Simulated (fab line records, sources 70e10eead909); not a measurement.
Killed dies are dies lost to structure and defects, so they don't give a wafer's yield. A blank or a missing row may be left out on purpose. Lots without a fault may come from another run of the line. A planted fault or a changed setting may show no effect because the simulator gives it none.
Which tool did it? | flow nand_harc | 12 lots, 36 wafers sampled, at 4 steps of a route of 1159

WHAT THE GAUGES READ, wafer by wafer
NHARC_P_M2_THK_MEAS_24: measures by xrf.
lot  | measured     | on            | thk_nm (nm)
L075 | day 6 19:04  | film_metro-01 | 144.6 145.3 145.1
L077 | day 7 04:47  | film_metro-01 | 145.5 143.4 145.7
L081 | day 7 21:52  | film_metro-01 | 142.8 145.3 142.2
L079 | day 8 00:17  | film_metro-02 | 144.6 144.3 144.3
L083 | day 8 09:18  | film_metro-02 | 146.9 145.4 144.5
L087 | day 9 11:00  | film_metro-01 | 145.6 145.3 145.1
L085 | day 10 08:11 | film_metro-02 | 145.8 145.6 143.5
L090 | day 10 16:02 | film_metro-01 | 145.1 144.7 146.3
L091 | day 10 17:44 | film_metro-01 | 146.3 143.7 147.3
L093 | day 11 03:23 | film_metro-01 | 145.8 147.4 145.5
L095 | day 11 16:31 | film_metro-02 | 145.6 145.2 146.4
L097 | day 12 01:48 | film_metro-01 | 143.0 145.5 143.1

WHICH TOOL RAN EACH LOT (tool, then ch and the chambers of the sampled wafers, then the start)
lot  | NHARC_P_M0_PRE_CLEAN_31         | NHARC_P_M1_PVD_20                       | NHARC_P_M2_CMP_23
L075 | pecvd-04 ch 0,2, day 6 11:01    | pvd_sputter-03, day 6 18:47 or earlier  | cmp-03 ch 0,2, day 6 18:47
L077 | pecvd-02 ch 0,2, day 6 20:39    | pvd_sputter-02, day 7 04:28 or earlier  | cmp-02 ch 1,3, day 7 04:28
L081 | pecvd-04 ch 0,2, day 7 13:31    | pvd_sputter-03, day 7 21:36 or earlier  | cmp-04 ch 0,2,3, day 7 21:36
L079 | pecvd-03 ch 0,2, day 7 15:09    | pvd_sputter-03, day 8 00:01 or earlier  | cmp-03 ch 0,1,2, day 8 00:01
L083 | pecvd-04 ch 0, day 8 01:04      | pvd_sputter-03, day 8 08:59 or earlier  | cmp-03 ch 2,3, day 8 08:59
L087 | pecvd-04 ch 0,1, day 9 03:05    | pvd_sputter-03, day 9 10:43 or earlier  | cmp-02 ch 0,2, day 9 10:43
L085 | pecvd-03 ch 0,2, day 9 23:47    | pvd_sputter-01, day 10 07:55 or earlier | cmp-04 ch 0,2,3, day 10 07:55
L090 | pecvd-02 ch 0,1, day 10 07:55   | pvd_sputter-01, day 10 15:43 or earlier | cmp-04 ch 0,1, day 10 15:43
L091 | pecvd-04 ch 0,1,2, day 10 09:26 | pvd_sputter-03, day 10 17:28 or earlier | cmp-02 ch 0,1,3, day 10 17:28
L093 | pecvd-02 ch 1,2, day 10 19:35   | pvd_sputter-02, day 11 03:10 or earlier | cmp-04 ch 0,1,2, day 11 03:10
L095 | pecvd-02 ch 0,1,2, day 11 08:38 | pvd_sputter-03, day 11 16:11 or earlier | cmp-04 ch 1,2,3, day 11 16:11
L097 | pecvd-02 ch 0,1,2, day 11 17:46 | pvd_sputter-03, day 12 01:29 or earlier | cmp-02 ch 0,3, day 12 01:29
- NHARC_P_M0_PRE_CLEAN_31: time 12 s.
- NHARC_P_M1_PVD_20: deposits TaN, target thk 5 nm, time 8.06 s.
- NHARC_P_M2_CMP_23: polishes, t overpolish 20 s, target thk 144.3 nm.

THE ANSWER, worked out from the rows above alone
Rule: what is usual is taken from the lots themselves. Put in order of their means at a reading, lots are off if they are a third of the lots or fewer, leave a main group of 4 or more, and stand apart from it by a gap of 3 or more times the standard deviation of the main group's means; of several such gaps the widest counts. A main group whose means are all the same, to the digits that the tables above print for the reading, isn't used. A lot without any number at a reading at which 4 lots or more have one is off too. The other lots that the step has rows for count as sound.
No lot is off at any reading shown: from this, nothing can be told.

WHAT THE SIMULATOR HAD PUT IN
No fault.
